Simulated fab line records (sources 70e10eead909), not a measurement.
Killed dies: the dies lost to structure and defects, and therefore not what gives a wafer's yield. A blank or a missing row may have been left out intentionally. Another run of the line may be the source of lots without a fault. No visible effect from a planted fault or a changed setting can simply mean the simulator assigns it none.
fab line records | flow nand-harc
record lots=6 wafers=18 last-day=33
route steps=1302 shown A_STAIRCASE@694
lots that met no fault: from a run of the same line without faults
start-h: the number of hours between the record's first day and the start of the first shown wafer of the lot | wait-h: time in hours since the lot's previous step | " the same as in the row above | L1.1+2: a row that stands for several wafers | - no value, or no start given | * or withheld: withheld | < > ~ a bound
route shown NAME@n: names a module that has steps shown in the file, with the first one's number in the route | usual: mean/standard deviation of fault-free wafers | same: alike in all rows | chamber/n: place in a boat | sites: the reading at each site | _std_site: standard deviation of those values | _edge_site: the outer-site mean with the inner-site mean subtracted | radius-mm: for every site, how far away it sits from the centre of the wafer | mask NAME#n: copy n | behind: the most recent tool/chamber to have shaped the wafer | hold: the reason the lot was held/the length of the hold in hours/how it ended | device: which transistor (n, p or np) failed to switch | end of line: tests of these same wafers at the route's end | a step given without rows: its recipe and nothing more | killed: count of dies lost to structure and defects at first sort (not the wafer's yield) | map: dies across one wafer; x = killed, . = not, _ = none there
set.NAME: the setting that was run; set.NAME@STEP: the one run at that earlier step | model.NAME: the simulator's own value behind a step, which no gauge read
a table for each step, a row for each wafer; lots at some steps of the route
services: the hour from which a tool's chamber was out of use, counted from the record's first day as start-h (under 0 if before that day), plus the number of hours and why
## steps
# step NHARC_A_STAIRCASE_EBR_180
# step NHARC_A_STAIRCASE_EXPOSE_181
# recipe na=0.5 dose-mj=27.87 mask-id=STAIR_2
# step NHARC_A_STAIRCASE_PEB_182
# recipe peb-temp-c=115 peb-time-s=130
# step NHARC_A_STAIRCASE_DEVELOP_183
# recipe time-s=140
# step NHARC_A_STAIRCASE_HARDBAKE_185
# recipe temp-c=120 time-s=140
# step NHARC_A_STAIRCASE_DESCUM_186
# recipe time-s=3 o2-flow-sccm=200 ar-flow-sccm=0 bias-power-w=0 chemistry=O2
# step NHARC_A_STAIRCASE_TRIM_187
# recipe time-s=211.2 o2-flow-sccm=500 ar-flow-sccm=0 bias-w=0 chemistry=O2
# step NHARC_A_STAIRCASE_ETCH_188
# recipe target-depth-a=1000 time-s=40.5 ion-energy-ev=400 c4f8-flow-sccm=20 o2-flow-sccm=10 ar-flow-sccm=withheld rf-w=600 bias-w=1000 chemistry=C4F8/O2
# usual oes-product-au=0.942/0.013 rf-vpp-V=898/7.3 run-length-s=62.0/0.58
# same time-s=40.5
# columns lot.wafer tool chamber start-h wait-h oes-product-au rf-hours-counter-h rf-vpp-V run-length-s
L453.3 rie-diel-05 3 - - 0.964 49 899 62.4
L453.4 " 0 " " 0.943 51 899 62.1
L453.1 " 1 " " 0.938 49 891 61.1
L457.2 rie-diel-07 1 - - 0.914 48 904 61.4
L457.4 " 1 " " 0.921 - 905 60.8
L457.5 " 2 " " 0.936 - 886 61.4
L467.3 rie-diel-07 1 - - 0.934 15 903 61.7
L467.2 " 3 " " 0.922 13 900 61.8
L467.6 " 1 " " 0.946 - 905 61.1
L468.3 rie-diel-07 2 - - 0.944 16 887 61.6
L468.1 " 3 " " 0.953 16 900 61.8
L468.6 " 2 " " 0.929 - 886 61.4
L471.3 rie-diel-03 0 - - 0.929 30 886 62.9
L471.6 " 2 " " 0.945 - 902 62.1
L471.5 " 3 " " 0.931 - 904 61.3
L474.1 rie-diel-03 3 - - 0.938 35 904 61.4
L474.2 " 1 " " 0.934 31 906 62.8
L474.5 " 1 " " 0.935 - 906 62.9
# step NHARC_A_STAIRCASE_TRIM_189
# recipe time-s=211.2 o2-flow-sccm=500 ar-flow-sccm=0 bias-w=0 chemistry=O2
# usual drypump-motor-current-A=5.9/0.42 mfc-ar-sccm=0.009/0.0086 oes-product-au=1.002/0.0073 rf-vpp-V=57.9/0.88 showerhead-plenum-p-Torr=3.59/0.2 throttle-valve-pct=17.035/0.0088
# same time-s=211.2
# columns lot.wafer tool chamber start-h wait-h drypump-motor-current-A mfc-ar-sccm oes-product-au rf-hours-counter-h rf-vpp-V showerhead-plenum-p-Torr throttle-valve-pct
L453.1 rie-diel-05 0 - - 4.7 0.032 0.994 51 57.4 3.61 17.026
L453.4 " 1 " " 5.5 0.006 0.997 49 56.5 3.37 17.033
L453.3 " 3 " " 5.3 0 0.999 49 57.7 3.58 17.030
L457.2 rie-diel-07 1 - - 5.8 0.010 1.005 48 58.5 3.78 17.029
L457.5 " 0 " " 6.0 0.017 0.985 - 59.7 3.65 17.039
L457.4 " 1 " " 5.8 0.010 1.003 - 57.4 3.78 17.043
L467.3 rie-diel-07 2 - - 5.7 0 0.990 13 57.6 3.29 17.035
L467.2 " 3 " " 6.1 0.020 1.005 13 59.1 3.62 17.021
L467.6 " 2 " " 5.7 0 0.997 - 58.0 3.29 17.050
L468.1 rie-diel-07 1 - - 5.8 0.010 1.007 19 57.3 3.76 17.049
L468.3 " 2 " " 5.7 0 0.998 16 55.9 3.29 17.040
L468.6 " 3 " " 6.1 0.020 1.008 - 56.6 3.62 17.037
L471.3 rie-diel-03 0 - - 5.7 0 1.005 30 56.8 3.29 17.031
L471.5 " 1 " " 6.1 0.008 0.997 - 56.7 3.79 17.035
L471.6 " 2 " " 6.1 0.014 1.006 - 57.7 3.74 17.041
L474.1 rie-diel-03 3 - - 6.6 0 0.998 36 58.6 3.76 17.044
L474.2 " 1 " " 6.1 0.008 0.986 31 58.9 3.79 17.043
L474.5 " 2 " " 6.0 0.014 1.003 - 57.8 3.74 17.041
# step NHARC_A_STAIRCASE_ETCH_190
# recipe target-depth-a=1000 time-s=40.5 ion-energy-ev=400 c4f8-flow-sccm=20 o2-flow-sccm=10 ar-flow-sccm=withheld rf-w=600 bias-w=1000 chemistry=C4F8/O2
# usual oes-product-au=0.944/0.01 rf-vpp-V=898/7.2 run-length-s=62.0/0.55
# same time-s=40.5
# columns lot.wafer tool chamber start-h wait-h oes-product-au rf-hours-counter-h rf-vpp-V run-length-s
L453.4 rie-diel-05 3 - - 0.953 49 898 62.7
L453.1 " 0 " " 0.929 51 898 62.0
L453.3 " 1 " " 0.929 49 891 61.8
L457.2 rie-diel-07 1 - - 0.934 48 905 61.1
L457.4 " 2 " " 0.927 - 888 61.7
L457.5 " 0 " " 0.929 - 901 62.1
L467.3 rie-diel-07 3 - - 0.938 13 901 62.2
L467.2 " 0 " " 0.944 10 899 61.9
L467.6 " 2 " " 0.936 - 887 61.6
L468.3 rie-diel-07 2 - - 0.943 16 886 61.8
L468.1 " 1 " " 0.965 19 904 61.1
L468.6 " 2 " " 0.958 - 887 62.0
L471.3 rie-diel-03 3 - - 0.943 33 905 61.6
L471.6 " 1 " " 0.929 - 907 62.5
L471.5 " 2 " " 0.934 - 904 62.3
L474.1 rie-diel-03 1 - - 0.942 31 906 63.1
L474.2 " 3 " " 0.949 36 902 61.3
L474.5 " 3 " " 0.945 - 904 61.7
# step NHARC_A_STAIRCASE_TRIM_191
# recipe time-s=211.2 o2-flow-sccm=500 ar-flow-sccm=0 bias-w=0 chemistry=O2
# usual drypump-motor-current-A=5.9/0.39 mfc-ar-sccm=0.008/0.008 oes-product-au=1.000/0.0082 rf-vpp-V=57.9/0.93 showerhead-plenum-p-Torr=3.61/0.19 throttle-valve-pct=17.037/0.0092
# same time-s=211.2
# columns lot.wafer tool chamber start-h wait-h drypump-motor-current-A mfc-ar-sccm oes-product-au rf-hours-counter-h rf-vpp-V showerhead-plenum-p-Torr throttle-valve-pct
L453.1 rie-diel-05 2 - - 6.2 0 1.000 47 57.7 3.78 17.048
L453.4 " 3 " " 5.3 0 1.003 49 59.7 3.58 17.045
L453.3 " 0 " " 4.6 0.032 0.973 51 58.1 3.61 17.024
L457.2 rie-diel-07 1 - - 5.8 0.010 1.003 49 58.7 3.78 17.016
L457.5 " 2 " " 5.8 0 0.992 - 56.5 3.30 17.043
L457.4 " 0 " " 5.9 0.017 0.990 - 57.7 3.65 17.027
L467.3 rie-diel-07 0 - - 5.9 0.017 0.996 10 59.0 3.64 17.034
L467.2 " 2 " " 5.7 0 1.008 13 56.6 3.29 17.047
L467.6 " 0 " " 5.9 0.017 1.009 - 57.7 3.64 17.053
L468.1 rie-diel-07 1 - - 5.8 0.010 1.000 19 56.8 3.76 17.045
L468.3 " 2 " " 5.7 0 1.006 16 55.9 3.29 17.025
L468.6 " 2 " " 5.7 0 0.997 - 56.5 3.29 17.033
L471.3 rie-diel-03 0 - - 5.7 0 1.001 31 56.0 3.28 17.038
L471.5 " 2 " " 6.1 0.014 1.017 - 58.3 3.74 17.044
L471.6 " 3 " " 6.6 0 1.012 - 58.2 3.76 17.032
L474.1 rie-diel-03 3 - - 6.7 0 0.995 36 58.5 3.76 17.029
L474.2 " 2 " " 6.0 0.014 1.001 32 58.4 3.74 17.044
L474.5 " 3 " " 6.7 0 0.993 - 57.5 3.76 17.018
# step NHARC_A_STAIRCASE_ETCH_192
# recipe target-depth-a=1000 time-s=40.5 ion-energy-ev=400 c4f8-flow-sccm=20 o2-flow-sccm=10 ar-flow-sccm=withheld rf-w=600 bias-w=1000 chemistry=C4F8/O2
# usual oes-product-au=0.946/0.01 rf-vpp-V=898/7.2 run-length-s=62.0/0.54
# columns lot.wafer tool chamber start-h wait-h oes-product-au rf-hours-counter-h rf-vpp-V run-length-s
L453.3 rie-diel-05 1 382.56 - 0.938 49 890 61.3
L453.4 " 3 " " 0.952 49 897 62.4
L453.1 " 0 " " 0.945 51 898 62.0
L457.2 rie-diel-07 2 426.29 - 0.933 50 887 61.7
L457.5 " 0 " " 0.934 - 900 62.2
L457.4 " 1 " " 0.937 - 905 61.3
L467.2 rie-diel-07 3 513.99 - 0.961 13 899 40.8
L467.3 " 0 " " 0.943 10 899 41.4
L467.6 " 2 " " 0.953 - 886 40.7
L468.3 rie-diel-07 3 527.76 - 0.957 17 901 40.6
L468.1 " 0 " " 0.942 13 900 41.0
L468.6 " 3 " " 0.966 - 899 41.0
L471.3 rie-diel-03 2 567.57 - 0.952 30 903 62.4
L471.5 " 0 " " 0.946 - 888 62.5
L471.6 " 1 " " 0.945 - 905 62.5
L474.1 rie-diel-03 1 575.54 - 0.931 31 905 62.3
L474.2 " 2 " " 0.957 33 902 62.3
L474.5 " 1 " " 0.946 - 904 62.7
# step NHARC_A_STAIRCASE_TRIM_193
# recipe time-s=211.2 o2-flow-sccm=500 ar-flow-sccm=0 bias-w=0 chemistry=O2
# usual drypump-motor-current-A=5.9/0.41 mfc-ar-sccm=0.008/0.0084 oes-product-au=1.002/0.0086 rf-vpp-V=58.0/0.92 showerhead-plenum-p-Torr=3.59/0.2 throttle-valve-pct=17.037/0.01
# same time-s=211.2
# columns lot.wafer tool chamber start-h wait-h drypump-motor-current-A mfc-ar-sccm oes-product-au rf-hours-counter-h rf-vpp-V showerhead-plenum-p-Torr throttle-valve-pct
L453.3 rie-diel-05 2 - - 6.2 0 1.016 48 59.6 3.78 17.024
L453.4 " 3 " " 5.3 0 1.004 49 58.4 3.58 17.037
L453.1 " 0 " " 4.7 0.032 0.987 51 57.5 3.61 17.026
L457.2 rie-diel-07 0 - - 5.9 0.017 0.985 46 58.6 3.65 17.038
L457.4 " 1 " " 5.8 0.010 1.007 - 57.5 3.78 17.037
L457.5 " 0 " " 6.0 0.017 0.990 - 58.4 3.65 17.041
L467.2 rie-diel-07 0 - - 5.9 0.017 1.000 10 58.4 3.64 17.048
L467.3 " 1 " " 5.8 0.010 1.003 16 58.1 3.76 17.031
L467.6 " 0 " " 5.9 0.017 1.003 - 58.2 3.64 17.041
L468.3 rie-diel-07 3 - - 6.1 0.020 1.005 17 58.2 3.62 17.035
L468.1 " 0 " " 6.0 0.017 1.002 13 58.2 3.64 17.057
L468.6 " 3 " " 6.1 0.020 1.003 - 58.0 3.62 17.035
L471.3 rie-diel-03 0 - - 5.7 0 1.011 31 58.1 3.29 17.017
L471.5 " 1 " " 6.1 0.008 0.998 - 59.1 3.79 17.034
L471.6 " 2 " " 6.1 0.014 1.012 - 58.3 3.74 17.019
L474.2 rie-diel-03 3 - - 6.7 0 0.999 36 58.2 3.76 17.029
L474.1 " 1 " " 6.1 0.008 0.992 31 58.8 3.79 17.044
L474.5 " 1 " " 6.1 0.008 0.998 - 58.4 3.79 17.038
## services
# columns tool chamber start-h hours kind
rie-diel-05 2 371.79 6.8 repair
rie-diel-07 0 376.75 - clean
rie-diel-07 1 376.75 - clean
rie-diel-07 2 376.75 - clean
rie-diel-07 3 376.75 - clean
rie-diel-07 0 395.55 6.7 repair
rie-diel-07 1 401.25 - clean
rie-diel-07 2 401.25 - clean
rie-diel-07 3 401.25 - clean
rie-diel-05 - 406.75 9.0 pm
rie-diel-03 3 414.78 10.4 repair
rie-diel-07 3 415.93 18.2 repair
rie-diel-07 0 425.75 - clean
rie-diel-03 - 458.30 9.0 pm
rie-diel-05 - 466.57 7.1 repair
rie-diel-07 - 471.20 9.0 pm
rie-diel-03 1 477.21 2.8 repair
rie-diel-03 0 492.39 3.5 repair
rie-diel-07 0 497.96 6.9 repair
rie-diel-05 1 535.89 5.3 repair
rie-diel-03 - 537.05 0.6 repair
rie-diel-05 0 553.50 2.5 repair
rie-diel-07 2 560.00 1.7 repair
rie-diel-03 0 568.97 94.2 repair
## key
first-sign step=NHARC_A_STAIRCASE_ETCH_192 reading=run-length-s direction=down sigmas=39 usual=* struck=*
effect none on later readings
met-at NHARC_A_STAIRCASE_ETCH_192
struck-wafers L467.2,L467.3,L467.6,L468.1,L468.3,L468.6
later-rows-left-out L467.2,L467.3,L467.6,L468.1,L468.3,L468.6
sort-left-out L467.2,L467.3,L467.6,L468.1,L468.3,L468.6
tester-left-out L467,L468
onset-between 426.29 513.99
fault kind=process-parameter-drift tool=rie-diel-07 chamber=- onset-h=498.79 steps=NHARC_A_STAIRCASE_ETCH_192 channel=time-s offset=* shape=step end-h=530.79 acts-in=* stated=*
# tester-left-out: of these lots the tester's yield and bins aren't shown, on N5 and GAA mostly nor the transistor test; their killed dies are dies lost to structure and defects alone, not to doping, threshold or leakage, so they don't give the yield
# sort-left-out: the simulated sort isn't trusted on such a fault, so these wafers' sort isn't shown, and their yield isn't known
# later-rows-left-out: the simulator's readings of these wafers behind a module that went badly wrong aren't trusted and aren't shown, but for the sort
